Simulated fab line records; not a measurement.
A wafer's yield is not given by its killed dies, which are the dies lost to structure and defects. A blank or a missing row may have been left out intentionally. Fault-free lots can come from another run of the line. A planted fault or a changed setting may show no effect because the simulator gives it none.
fab line records | flow n5_finfet
record lots=6 | wafers=18 | last_day=18
route steps=1938 shown BEOL_M10@1531 BEOL_M11@1536
lots that met no fault: taken from a fault-free run of the same line
start_h: hours from the record's opening day to when the first of the lot's shown wafers began | wait_h: hours elapsed since this lot's preceding step | " the same as in the row above | L1.1+2: several wafers, shown together as one row | - either no value or no given start | * or withheld: withheld | < > ~ a bound
route shown NAME@n: names a module that has steps shown in the file, with the first one's number in the route | usual: mean/standard deviation taken from wafers without a fault | same: alike in all rows | chamber/n: place in a boat | sites: per-site readings | _std_site: the values' standard deviation | _edge_site: outer sites' mean less inner sites' | radius_mm: how far each site lies from the wafer's centre | mask NAME#n: copy n | behind: the tool/chamber that last shaped the wafer | hold: cause of the lot's hold/its duration in hours/its outcome | device: the transistor (n, p or np) that didn't switch | end of line: at the end of the route, the tests of the same wafers | a step given without rows: its recipe and nothing more | killed: dies lost to structure and defects at the first sort, not the wafer's yield | map: dies across one wafer; x = killed, . = not, _ = none there
set.NAME: setting as actually run; set.NAME@STEP: the setting as run at that earlier step | model.NAME: the simulator's own value behind a step, which no gauge read
lots seen at some steps along the route; tables by step, rows by wafer
services: from which hour (start_h, from the record's first day; less than 0 if before it) a tool's chamber was out of use, for how many hours, and why
## steps
# step N5_BEOL_M10_THK_MEAS_53
# recipe thk_meas_gauge=xrf | reads=Cu_of_BEOL_M10_ECD_50
# usual M10_THK=138.1/2.4
lot.wafer | tool          | chamber | start_h | wait_h | M10_THK[nm]
L916.3    | film_metro-01 | -       | 227.00  | -      | 137.4
L916.4    | "             | -       | "       | "      | 136.9
L916.6    | "             | -       | "       | "      | 138.8
L917.1    | film_metro-02 | -       | 235.59  | -      | 138.4
L917.2    | "             | -       | "       | "      | 134.4
L917.5    | "             | -       | "       | "      | 139.0
L920.2    | film_metro-01 | -       | 260.43  | -      | 135.2
L920.5    | "             | -       | "       | "      | 136.6
L920.6    | "             | -       | "       | "      | 137.8
L922.1    | film_metro-02 | -       | 267.09  | -      | 142.6
L922.3    | "             | -       | "       | "      | 141.1
L922.6    | "             | -       | "       | "      | 144.0
L931.2    | film_metro-01 | -       | 324.64  | -      | 132.9
L931.3    | "             | -       | "       | "      | 132.4
L931.6    | "             | -       | "       | "      | 132.7
L937.1    | film_metro-01 | -       | 374.21  | -      | 138.4
L937.3    | "             | -       | "       | "      | 138.6
L937.6    | "             | -       | "       | "      | 138.9
# step N5_BEOL_M10_PRE_CLEAN_55
# recipe gas=NH3 | time_s=15 | temp_c=withheld | rf_power_w=300
# step N5_BEOL_M10_DEP_56
# recipe material=SiCN | target_thk_a=150 | temp_c=withheld | precursor=3MS/NH3 | pressure_torr=3 | rf_w=202 | time_s=26.5
# usual showerhead_plenum_p_Torr=3.657/0.012 | throttle_valve_pct=8.9/0.33
# same time_s=26.5
lot.wafer | tool     | chamber | start_h | wait_h | showerhead_plenum_p_Torr | throttle_valve_pct
L916.3    | pecvd-04 | 1       | 227.06  | 0.0    | 3.657                    | 8.7
L916.4    | "        | 1       | "       | "      | 3.663                    | 8.9
L916.6    | "        | 2       | "       | "      | 3.649                    | 9.0
L917.1    | pecvd-02 | 0       | 235.66  | 0.0    | 3.665                    | 9.0
L917.2    | "        | 1       | "       | "      | 3.655                    | 9.3
L917.5    | "        | 2       | "       | "      | 3.664                    | 8.9
L920.2    | pecvd-01 | 1       | 260.49  | 0.0    | 3.643                    | 8.8
L920.5    | "        | 2       | "       | "      | 3.665                    | 8.5
L920.6    | "        | 1       | "       | "      | 3.640                    | 9.0
L922.1    | pecvd-04 | 1       | 267.15  | 0.0    | 3.652                    | 8.7
L922.3    | "        | 2       | "       | "      | 3.642                    | 8.9
L922.6    | "        | 1       | "       | "      | 3.658                    | 8.5
L931.2    | pecvd-02 | 2       | 324.71  | 0.0    | 3.671                    | 8.8
L931.3    | "        | 1       | "       | "      | 3.648                    | 9.4
L931.6    | "        | 0       | "       | "      | 3.661                    | 9.3
L937.1    | pecvd-04 | 1       | 374.28  | 0.0    | 3.656                    | 8.7
L937.3    | "        | 0       | "       | "      | 3.670                    | 8.9
L937.6    | "        | 2       | "       | "      | 3.639                    | 9.1
# step N5_BEOL_M10_RS_MEAS_57
# recipe thk_meas_gauge=four-point-probe | reads=Cu_of_BEOL_M10_ECD_50+Co_of_BEOL_M10_CVD_75+TaN_of_BEOL_M10_ALD_74
# usual M10_RS=0.1506/0.0023
lot.wafer | tool          | chamber | start_h | wait_h | M10_RS[ohm/sq]
L916.3    | film_metro-01 | -       | 227.14  | 0.1    | 0.1510
L916.4    | "             | -       | "       | "      | 0.1503
L916.6    | "             | -       | "       | "      | 0.1482
L917.1    | film_metro-01 | -       | 235.73  | 0.1    | 0.1520
L917.2    | "             | -       | "       | "      | 0.1566
L917.5    | "             | -       | "       | "      | 0.1506
L920.2    | film_metro-02 | -       | 260.56  | 0.1    | 0.1518
L920.5    | "             | -       | "       | "      | 0.1512
L920.6    | "             | -       | "       | "      | 0.1486
L922.1    | film_metro-01 | -       | 267.23  | 0.1    | 0.1475
L922.3    | "             | -       | "       | "      | 0.1495
L922.6    | "             | -       | "       | "      | 0.1466
L931.2    | film_metro-01 | -       | 324.78  | 0.1    | 0.1552
L931.3    | "             | -       | "       | "      | 0.1548
L931.6    | "             | -       | "       | "      | 0.1540
L937.1    | film_metro-02 | -       | 374.35  | 0.1    | 0.1506
L937.3    | "             | -       | "       | "      | 0.1502
L937.6    | "             | -       | "       | "      | 0.1501
# step N5_BEOL_M10_INSPECT_58
# recipe inspect_instrument=darkfield | mode=post_dep
# usual raw_defect_count=72/23
lot.wafer | tool              | chamber | start_h | wait_h | raw_defect_count
L916.3    | defect_inspect-02 | -       | 227.16  | 0.0    | 75
L916.4    | "                 | -       | "       | "      | 45
L916.6    | "                 | -       | "       | "      | 71
L917.1    | defect_inspect-01 | -       | 235.75  | 0.0    | 97
L917.2    | "                 | -       | "       | "      | 55
L917.5    | "                 | -       | "       | "      | 84
L920.2    | defect_inspect-01 | -       | 260.59  | 0.0    | 48
L920.5    | "                 | -       | "       | "      | 61
L920.6    | "                 | -       | "       | "      | 59
L922.1    | defect_inspect-02 | -       | 267.25  | 0.0    | 81
L922.3    | "                 | -       | "       | "      | 38
L922.6    | "                 | -       | "       | "      | 101
L931.2    | defect_inspect-02 | -       | 324.81  | 0.0    | 56
L931.3    | "                 | -       | "       | "      | 75
L931.6    | "                 | -       | "       | "      | 74
L937.1    | defect_inspect-02 | -       | 374.37  | 0.0    | 104
L937.3    | "                 | -       | "       | "      | 81
L937.6    | "                 | -       | "       | "      | 98
# step N5_BEOL_M11_ILD_DEP_00
# recipe material=SiCOH_lowk | target_thk_a=3085.1 | temp_c=300 | precursor=DEMS/porogen | pressure_torr=5 | rf_w=500 | time_s=58
# step N5_BEOL_M11_CURE_71
# recipe temp_c=385 | time_s=240 | ambient=He/Ar | material=SiCOH_lowk
# usual lamp_power_pct=52.31/0.056 | wafer_temp_C_max=387.1/0.7
# same time_s=240
lot.wafer | tool       | chamber | start_h | wait_h | lamp_power_pct | wafer_temp_C_max
L916.3    | uv_cure-02 | 2       | 227.44  | 0.2    | 52.30          | 386.4
L916.4    | "          | 2       | "       | "      | 52.36          | 386.5
L916.6    | "          | 2       | "       | "      | 52.33          | 386.1
L917.1    | uv_cure-02 | 1       | 236.70  | 0.9    | 52.24          | 388.2
L917.2    | "          | 1       | "       | "      | 52.31          | 387.3
L917.5    | "          | 1       | "       | "      | 52.34          | 387.6
L920.2    | uv_cure-01 | 2       | 260.78  | 0.1    | 52.31          | 386.9
L920.5    | "          | 2       | "       | "      | 52.35          | 387.4
L920.6    | "          | 2       | "       | "      | 52.27          | 387.4
L922.1    | uv_cure-01 | 2       | 267.37  | 0.0    | 52.36          | 387.5
L922.3    | "          | 2       | "       | "      | 52.32          | 387.4
L922.6    | "          | 2       | "       | "      | 52.33          | 387.5
L931.2    | uv_cure-01 | 1       | 325.12  | 0.2    | 52.33          | 387.2
L931.3    | "          | 1       | "       | "      | 52.24          | 386.4
L931.6    | "          | 1       | "       | "      | 52.25          | 386.4
L937.1    | uv_cure-03 | 1       | 374.49  | 0.0    | 52.28          | 387.2
L937.3    | "          | 1       | "       | "      | 52.29          | 387.2
L937.6    | "          | 1       | "       | "      | 52.30          | 387.7
# step N5_BEOL_M11_THK_MEAS_01
# recipe reads=SiCOH_lowk_of_BEOL_M11_ILD_DEP_00
# usual M11_ILD_THK=269/3.4
lot.wafer | tool          | chamber | start_h | wait_h | M11_ILD_THK[nm]
L916.3    | film_metro-01 | -       | 227.79  | 0.3    | 268
L916.4    | "             | -       | "       | "      | 268
L916.6    | "             | -       | "       | "      | 273
L917.1    | film_metro-02 | -       | 237.22  | 0.4    | 269
L917.2    | "             | -       | "       | "      | 268
L917.5    | "             | -       | "       | "      | 269
L920.2    | film_metro-02 | -       | 261.21  | 0.4    | 266
L920.5    | "             | -       | "       | "      | 269
L920.6    | "             | -       | "       | "      | 271
L922.1    | film_metro-01 | -       | 267.88  | 0.4    | 267
L922.3    | "             | -       | "       | "      | 265
L922.6    | "             | -       | "       | "      | 270
L931.2    | film_metro-01 | -       | 325.95  | 0.7    | 263
L931.3    | "             | -       | "       | "      | 261
L931.6    | "             | -       | "       | "      | 270
L937.1    | film_metro-01 | -       | 375.00  | 0.4    | 267
L937.3    | "             | -       | "       | "      | 268
L937.6    | "             | -       | "       | "      | 268
# step N5_BEOL_M11_PECVD_70
# recipe material=SiO2 | target_thk_a=200 | temp_c=400 | precursor=TEOS/O2 | pressure_torr=5.5 | rf_w=450 | teos_flow_sccm=53.8 | gas=O2 | flow_sccm=3000 | time_s=22.7
# usual heater_power_w=781/110 | showerhead_plenum_p_Torr=8.74/0.046 | throttle_valve_pct=22.3/1.2
# same time_s=22.7
lot.wafer | tool     | chamber | start_h | wait_h | heater_power_w | showerhead_plenum_p_Torr | throttle_valve_pct
L916.3    | pecvd-02 | 2       | 227.82  | 0.0    | 914            | 8.78                     | 22.1
L916.4    | "        | 2       | "       | "      | 914            | 8.78                     | 21.9
L916.6    | "        | 1       | "       | "      | 643            | 8.78                     | 22.9
L917.1    | pecvd-04 | 1       | 237.25  | 0.0    | 747            | 8.76                     | 21.8
L917.2    | "        | 2       | "       | "      | 882            | 8.68                     | 21.8
L917.5    | "        | 2       | "       | "      | 886            | 8.67                     | 22.0
L920.2    | pecvd-04 | 1       | 261.25  | 0.0    | 833            | 8.73                     | 21.6
L920.5    | "        | 1       | "       | "      | 831            | 8.75                     | 21.6
L920.6    | "        | 0       | "       | "      | 827            | 8.81                     | 22.8
L922.1    | pecvd-04 | 1       | 267.92  | 0.0    | 921            | 8.75                     | 21.8
L922.3    | "        | 0       | "       | "      | 802            | 8.81                     | 22.7
L922.6    | "        | 2       | "       | "      | 878            | 8.68                     | 21.8
L931.2    | pecvd-04 | 2       | 325.99  | 0.0    | 939            | 8.68                     | 22.4
L931.3    | "        | 2       | "       | "      | 945            | 8.67                     | 22.1
L931.6    | "        | 1       | "       | "      | 819            | 8.74                     | 21.5
L937.1    | pecvd-04 | 1       | 375.04  | 0.0    | 863            | 8.75                     | 21.7
L937.3    | "        | 2       | "       | "      | 915            | 8.69                     | 21.8
L937.6    | "        | 0       | "       | "      | 704            | 8.81                     | 22.8
# step N5_BEOL_M11_HM_DEP_02
# recipe material=TiN | target_thk_a=200 | temp_c=25 | chamber_pressure_pa=0.49996
# usual throttle_valve_pct=30.3/1.2
lot.wafer | tool           | chamber | start_h | wait_h | throttle_valve_pct
L916.3    | pvd_sputter-01 | -       | 228.61  | 0.8    | 30.7
L916.4    | "              | -       | "       | "      | 30.0
L916.6    | "              | -       | "       | "      | 29.9
L917.1    | pvd_sputter-03 | -       | 237.76  | 0.5    | 28.7
L917.2    | "              | -       | "       | "      | 29.8
L917.5    | "              | -       | "       | "      | 30.6
L920.2    | pvd_sputter-02 | -       | 261.82  | 0.5    | 28.0
L920.5    | "              | -       | "       | "      | 30.3
L920.6    | "              | -       | "       | "      | 30.4
L922.1    | pvd_sputter-03 | -       | 269.34  | 1.4    | 29.9
L922.3    | "              | -       | "       | "      | 31.0
L922.6    | "              | -       | "       | "      | 29.7
L931.2    | pvd_sputter-01 | -       | 326.42  | 0.4    | 30.7
L931.3    | "              | -       | "       | "      | 29.9
L931.6    | "              | -       | "       | "      | 29.6
L937.1    | pvd_sputter-01 | -       | 375.56  | 0.5    | 30.0
L937.3    | "              | -       | "       | "      | 30.7
L937.6    | "              | -       | "       | "      | 30.8
# step N5_BEOL_M11_COAT_59
# recipe resist=SOC | temp_c=250 | time_s=60 | spin_rpm=1500 | resist_thk_nm=100
# step N5_BEOL_M11_COAT_60
# recipe resist=SiARC | temp_c=220 | time_s=60 | spin_rpm=1500 | resist_thk_nm=30
# step N5_BEOL_M11_COAT_05
# recipe resist=CAR-ArF | spin_rpm=1500 | resist_thk_nm=90
# usual spin_speed_rpm=1500.0/1.1
lot.wafer | tool           | chamber | start_h | wait_h | spin_speed_rpm | model.CAR-ArF_of_BEOL_M11_COAT_05.thk_nm
L916.3    | litho_track-03 | 0       | 228.75  | -      | 1499.1         | 89.8
L916.4    | "              | 0       | "       | "      | 1500.3         | 89.8
L916.6    | "              | 0       | "       | "      | 1497.6         | 89.6
L917.1    | litho_track-02 | 0       | 237.89  | -      | 1498.7         | 90
L917.2    | "              | 0       | "       | "      | 1500.2         | 90.4
L917.5    | "              | 0       | "       | "      | 1498.5         | 90
L920.2    | litho_track-02 | 0       | 261.95  | -      | 1410.5         | 93
L920.5    | "              | 0       | "       | "      | 1408.8         | 93
L920.6    | "              | 0       | "       | "      | 1410.4         | 93
L922.1    | litho_track-02 | 0       | 269.47  | -      | 1409.5         | 92.8
L922.3    | "              | 0       | "       | "      | 1409.2         | 92.6
L922.6    | "              | 0       | "       | "      | 1408.4         | 92.6
L931.2    | litho_track-04 | 0       | 326.66  | -      | 1498.2         | 90.2
L931.3    | "              | 0       | "       | "      | 1501.0         | 90.2
L931.6    | "              | 0       | "       | "      | 1499.5         | 90.2
L937.1    | litho_track-04 | 0       | 375.69  | -      | 1497.3         | 90.4
L937.3    | "              | 0       | "       | "      | 1498.2         | 90
L937.6    | "              | 0       | "       | "      | 1500.3         | 90.2
# step N5_BEOL_M11_EBR_07
# recipe solvent=PGMEA | ebr_width_mm=1.5
# step N5_BEOL_M11_SOFTBAKE_06
# recipe temp_c=110 | time_s=60 | resist=CAR-ArF
# step N5_BEOL_M11_EXPOSE_08
# recipe mask_id=M11 | na=1.35 | source_shape=dipole | sigma_inner=0.411 | sigma_outer=0.611 | polarization=te | dose_mj=53.75
# step N5_BEOL_M11_PEB_09
# recipe peb_temp_c=withheld | peb_time_s=60 | resist=CAR-ArF
# step N5_BEOL_M11_DEVELOP_10
# recipe develop_time_s=30 | developer=TMAH | resist=CAR-ArF | rinse_liquid=diw | dry=air_spin | dev_temp_c=23
# step N5_BEOL_M11_CD_MEAS_11
# recipe target_cd_nm=64.1 | landing_energy_ev=500 | detector=se_inlens | polarity=opening
# usual cd_nm=64.0/0.48
lot.wafer | tool      | chamber | start_h | wait_h | cd_nm
L916.3    | cd_sem-02 | 0       | 229.12  | -      | 64.2
L916.4    | "         | 0       | "       | "      | 64.2
L916.6    | "         | 0       | "       | "      | 64.0
L917.1    | cd_sem-01 | 0       | 238.25  | -      | 64.2
L917.2    | "         | 0       | "       | "      | 63.9
L917.5    | "         | 0       | "       | "      | 64.3
L920.2    | cd_sem-01 | 0       | 262.19  | -      | 64.6
L920.5    | "         | 0       | "       | "      | 64.0
L920.6    | "         | 0       | "       | "      | 63.6
L922.1    | cd_sem-02 | 0       | 269.84  | -      | 63.3
L922.3    | "         | 0       | "       | "      | 63.8
L922.6    | "         | 0       | "       | "      | 63.7
L931.2    | cd_sem-02 | 0       | 327.02  | -      | 64.0
L931.3    | "         | 0       | "       | "      | 64.2
L931.6    | "         | 0       | "       | "      | 64.1
L937.1    | cd_sem-01 | 0       | 376.05  | -      | 64.5
L937.3    | "         | 0       | "       | "      | 64.3
L937.6    | "         | 0       | "       | "      | 64.7
# step N5_BEOL_M11_OVL_MEAS_12
# recipe points_per_wafer=44
# usual M11_OVL=0.1/0.66
lot.wafer | tool       | chamber | start_h | wait_h | M11_OVL[nm]
L916.3    | overlay-02 | 0       | 229.15  | 0.0    | 0.3
L916.4    | "          | 0       | "       | "      | -0.2
L916.6    | "          | 0       | "       | "      | 0.1
L917.1    | overlay-02 | 0       | 238.28  | 0.0    | -0.4
L917.2    | "          | 0       | "       | "      | 1.0
L917.5    | "          | 0       | "       | "      | -0.6
L920.2    | overlay-01 | 0       | 262.22  | 0.0    | 0.9
L920.5    | "          | 0       | "       | "      | 1.0
L920.6    | "          | 0       | "       | "      | -0.1
L922.1    | overlay-02 | 0       | 269.87  | 0.0    | -0.7
L922.3    | "          | 0       | "       | "      | -0.5
L922.6    | "          | 0       | "       | "      | 0.6
L931.2    | overlay-02 | 0       | 327.05  | 0.0    | -0.7
L931.3    | "          | 0       | "       | "      | 1.0
L931.6    | "          | 0       | "       | "      | -0.3
L937.1    | overlay-02 | 0       | 376.08  | 0.0    | 0.2
L937.3    | "          | 0       | "       | "      | -1.1
L937.6    | "          | 0       | "       | "      | 0.0
# step N5_BEOL_M11_INSPECT_13
# recipe mode=adi | inspect_instrument=brightfield
# usual raw_defect_count=439/130
lot.wafer | tool              | chamber | start_h | wait_h | raw_defect_count
L916.3    | defect_inspect-02 | -       | 229.17  | 0.0    | 454
L916.4    | "                 | -       | "       | "      | 353
L916.6    | "                 | -       | "       | "      | 431
L917.1    | defect_inspect-02 | -       | 238.31  | 0.0    | 544
L917.2    | "                 | -       | "       | "      | 647
L917.5    | "                 | -       | "       | "      | 1063
L920.2    | defect_inspect-02 | -       | 262.24  | 0.0    | 531
L920.5    | "                 | -       | "       | "      | 470
L920.6    | "                 | -       | "       | "      | 425
L922.1    | defect_inspect-02 | -       | 269.89  | 0.0    | 534
L922.3    | "                 | -       | "       | "      | 418
L922.6    | "                 | -       | "       | "      | 451
L931.2    | defect_inspect-01 | -       | 327.07  | 0.0    | 382
L931.3    | "                 | -       | "       | "      | 473
L931.6    | "                 | -       | "       | "      | 428
L937.1    | defect_inspect-01 | -       | 376.10  | 0.0    | 383
L937.3    | "                 | -       | "       | "      | 425
L937.6    | "                 | -       | "       | "      | 465
# step N5_BEOL_M11_DESCUM_16
# recipe chemistry=O2 | time_s=7.9 | source_power_w=50 | bias_power_w=20 | pressure_mtorr=20 | rf_frequency_hz=2.712e+07 | temp_c=40 | resist=CAR-ArF | o2_flow_sccm=225
# step N5_BEOL_M11_ETCH_61
# recipe chemistry=CF4 | target=SiARC | target_depth_a=390 | mask_material=CAR-ArF | time_s=65 | ion_energy_ev=80 | pressure_mtorr=40 | source_w=545 | bias_w=36 | Ar_flow_sccm=100 | cf4_flow_sccm=100 | ends=cleared
# usual drypump_motor_current_A=5.9/0.35 | etch_rf_on_time_s=64.4/1 | oes_product_au=0.69/0.08 | rf_vpp_V=184.1/1.1 | showerhead_plenum_p_Torr=2.15/0.041 | throttle_valve_pct=15.59/0.28
lot.wafer | tool        | chamber | start_h | wait_h | drypump_motor_current_A | etch_rf_on_time_s | oes_product_au | rf_hours_counter_h | rf_vpp_V | showerhead_plenum_p_Torr | throttle_valve_pct | model.CAR-ArF_of_BEOL_M11_COAT_05.thk_nm
L916.3    | rie_diel-02 | 3       | 229.28  | 0.0    | 5.6                     | 64.5              | 0.63           | 162                | 185.8    | 2.14                     | 15.46              | 55.2
L916.4    | "           | 2       | "       | "      | 6.3                     | 61.9              | 0.79           | 22                 | 184.1    | 2.18                     | 15.59              | 55.4
L916.6    | "           | 0       | "       | "      | 5.4                     | 64.1              | 0.68           | -                  | 184.2    | 2.16                     | 15.59              | 55
L917.1    | rie_diel-01 | 2       | 238.39  | 0.0    | 5.5                     | 65.6              | 0.57           | 233                | 185.4    | 2.20                     | 15.99              | 55.6
L917.2    | "           | 3       | "       | "      | 5.8                     | 64.7              | 0.67           | 133                | 181.2    | 2.07                     | 15.87              | 56
L917.5    | "           | 0       | "       | "      | 6.3                     | 64.8              | 0.82           | -                  | 184.8    | 2.19                     | 15.13              | 55.6
L920.2    | rie_diel-01 | 1       | 262.46  | 0.0    | 5.9                     | 64.9              | 0.82           | 3                  | 184.5    | 2.11                     | 15.30              | 58.4
L920.5    | "           | 2       | "       | "      | 5.5                     | 65.7              | 0.57           | -                  | 185.3    | 2.20                     | 15.99              | 58.6
L920.6    | "           | 3       | "       | "      | 5.8                     | 65.9              | 0.66           | -                  | 183.7    | 2.06                     | 15.88              | 58.4
L922.1    | rie_diel-02 | 2       | 270.27  | 0.0    | 6.3                     | 62.3              | 0.78           | 35                 | 184.9    | 2.18                     | 15.62              | 58.2
L922.3    | "           | 3       | "       | "      | 5.6                     | 65.2              | 0.62           | 174                | 183.5    | 2.14                     | 15.47              | 58.2
L922.6    | "           | 0       | "       | "      | 5.4                     | 64.3              | 0.67           | -                  | 185.5    | 2.16                     | 15.61              | 58.2
L931.2    | rie_diel-02 | 3       | 327.14  | 0.0    | 5.6                     | 65.1              | 0.60           | 190                | 183.8    | 2.13                     | 15.49              | 55.6
L931.3    | "           | 0       | "       | "      | 5.4                     | 65.1              | 0.66           | 125                | 183.8    | 2.15                     | 15.63              | 55.8
L931.6    | "           | 0       | "       | "      | 5.5                     | 64.9              | 0.65           | -                  | 183.4    | 2.15                     | 15.63              | 55.6
L937.1    | rie_diel-02 | 2       | 376.17  | 0.0    | 6.3                     | 62.0              | 0.74           | 65                 | 184.4    | 2.17                     | 15.68              | 55.8
L937.3    | "           | 3       | "       | "      | 5.7                     | 65.2              | 0.60           | 205                | 184.1    | 2.13                     | 15.54              | 55.6
L937.6    | "           | 2       | "       | "      | 6.3                     | 62.2              | 0.73           | -                  | 183.1    | 2.17                     | 15.68              | 55.6
# step N5_BEOL_M11_ETCH_62
# recipe chemistry=N2/H2 | target=SOC | target_depth_a=1100 | overetch_a=220 | mask_material=SiARC | temp_c=40 | time_s=165 | ion_energy_ev=200 | pressure_mtorr=30 | source_w=840 | bias_w=150 | n2_flow_sccm=200 | h2_flow_sccm=200
# usual drypump_motor_current_A=5.9/0.35 | h2_flow_sccm=200.0/0.61 | oes_product_au=0.68/0.076 | rf_vpp_V=524.0/1.7 | showerhead_plenum_p_Torr=2.55/0.051 | temp_c=40.00/0.11 | throttle_valve_pct=17.80/0.3
# same time_s=165
lot.wafer | tool        | chamber | start_h | wait_h | drypump_motor_current_A | h2_flow_sccm | oes_product_au | rf_hours_counter_h | rf_vpp_V | showerhead_plenum_p_Torr | temp_c | throttle_valve_pct
L916.3    | rie_diel-02 | 3       | 229.33  | 0.0    | 5.7                     | 199.8        | 0.62           | 162                | 524.9    | 2.54                     | 40.06  | 17.65
L916.4    | "           | 2       | "       | "      | 6.3                     | 200.5        | 0.78           | 22                 | 526.1    | 2.59                     | 39.98  | 17.72
L916.6    | "           | 0       | "       | "      | 5.4                     | 199.7        | 0.66           | -                  | 522.5    | 2.57                     | 40.07  | 17.82
L917.1    | rie_diel-01 | 2       | 238.44  | 0.0    | 5.5                     | 199.4        | 0.57           | 233                | 525.5    | 2.62                     | 40.15  | 18.21
L917.2    | "           | 3       | "       | "      | 5.8                     | 199.7        | 0.66           | 133                | 521.0    | 2.45                     | 40.11  | 18.13
L917.5    | "           | 0       | "       | "      | 6.3                     | 200.6        | 0.81           | -                  | 524.2    | 2.60                     | 39.91  | 17.31
L920.2    | rie_diel-01 | 1       | 262.51  | 0.0    | 5.9                     | 200.2        | 0.82           | 3                  | 522.4    | 2.50                     | 40.13  | 17.45
L920.5    | "           | 2       | "       | "      | 5.5                     | 199.4        | 0.57           | -                  | 525.0    | 2.61                     | 39.84  | 18.22
L920.6    | "           | 3       | "       | "      | 5.8                     | 201.0        | 0.65           | -                  | 521.6    | 2.45                     | 40.14  | 18.14
L922.1    | rie_diel-02 | 2       | 270.32  | 0.0    | 6.3                     | 200.9        | 0.74           | 35                 | 524.3    | 2.58                     | 40.16  | 17.75
L922.3    | "           | 3       | "       | "      | 5.7                     | 200.0        | 0.61           | 174                | 525.2    | 2.53                     | 39.85  | 17.69
L922.6    | "           | 0       | "       | "      | 5.5                     | 198.8        | 0.65           | -                  | 524.5    | 2.56                     | 40.10  | 17.83
L931.2    | rie_diel-02 | 3       | 327.19  | 0.0    | 5.6                     | 199.5        | 0.60           | 190                | 522.2    | 2.53                     | 39.95  | 17.72
L931.3    | "           | 0       | "       | "      | 5.4                     | 199.8        | 0.64           | 125                | 523.0    | 2.56                     | 39.98  | 17.86
L931.6    | "           | 0       | "       | "      | 5.4                     | 200.0        | 0.64           | -                  | 524.0    | 2.56                     | 39.98  | 17.87
L937.1    | rie_diel-02 | 2       | 376.22  | 0.0    | 6.3                     | 200.2        | 0.71           | 65                 | 525.7    | 2.57                     | 40.18  | 17.80
L937.3    | "           | 3       | "       | "      | 5.6                     | 200.1        | 0.60           | 205                | 522.5    | 2.52                     | 39.82  | 17.73
L937.6    | "           | 2       | "       | "      | 6.3                     | 200.0        | 0.71           | -                  | 524.3    | 2.57                     | 39.80  | 17.80
## services
tool           | chamber | start_h | hours | kind
uv_cure-03     | -       | 205.77  | 1.0   | pm
uv_cure-02     | -       | 229.35  | 2.1   | pm
pecvd-04       | 1       | 230.26  | 5.5   | scheduled_down
uv_cure-01     | -       | 233.67  | 7.5   | pm
pecvd-01       | 2       | 234.74  | 4.8   | repair
uv_cure-03     | -       | 241.28  | 22.2  | pm
pecvd-02       | 0       | 253.33  | 6.3   | repair
pecvd-04       | 0       | 254.36  | 4.9   | repair
pecvd-04       | 2       | 259.74  | 5.0   | scheduled_down
rie_diel-02    | -       | 275.29  | 0.6   | repair
rie_diel-02    | -       | 303.01  | 0.5   | repair
pecvd-01       | -       | 310.45  | 1.7   | repair
rie_diel-01    | 0       | 311.36  | 5.4   | repair
pecvd-02       | -       | 316.35  | 6.0   | pm
pecvd-04       | 0       | 322.30  | 5.5   | scheduled_down
pvd_sputter-02 | -       | 335.43  | 2.0   | repair
rie_diel-01    | -       | 338.55  | 0.3   | repair
pecvd-02       | 1       | 339.08  | 4.0   | repair
pecvd-01       | 0       | 341.60  | 23.7  | repair
uv_cure-02     | -       | 344.87  | 1.0   | pm
pecvd-02       | 1       | 355.91  | 9.4   | repair
uv_cure-01     | -       | 357.97  | 13.1  | repair
rie_diel-02    | 2       | 361.69  | 4.1   | repair
uv_cure-02     | -       | 365.21  | 14.6  | pm
## key
first_sign step=N5_BEOL_M11_COAT_05 | reading=spin_speed_rpm | direction=down | sigmas=80 | usual=* | struck=*
effect none on later readings
model_effect step=N5_BEOL_M11_COAT_05 | value=CAR-ArF_of_BEOL_M11_COAT_05.thk_nm | without=90 | struck=92.83
model_effect step=N5_BEOL_M11_ETCH_61 | value=CAR-ArF_of_BEOL_M11_COAT_05.thk_nm | without=55.53 | struck=58.33
met_at N5_BEOL_M11_COAT_05
struck_wafers L920.2,L920.5,L920.6,L922.1,L922.3,L922.6
onset_between 237.89 261.95
fault kind=process_parameter_drift | tool=litho_track-02 | chamber=- | onset_h=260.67 | steps=N5_BEOL_M11_COAT_05 | channel=spin_rpm | offset=* | shape=step | end_h=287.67 | acts_in=* | stated=*
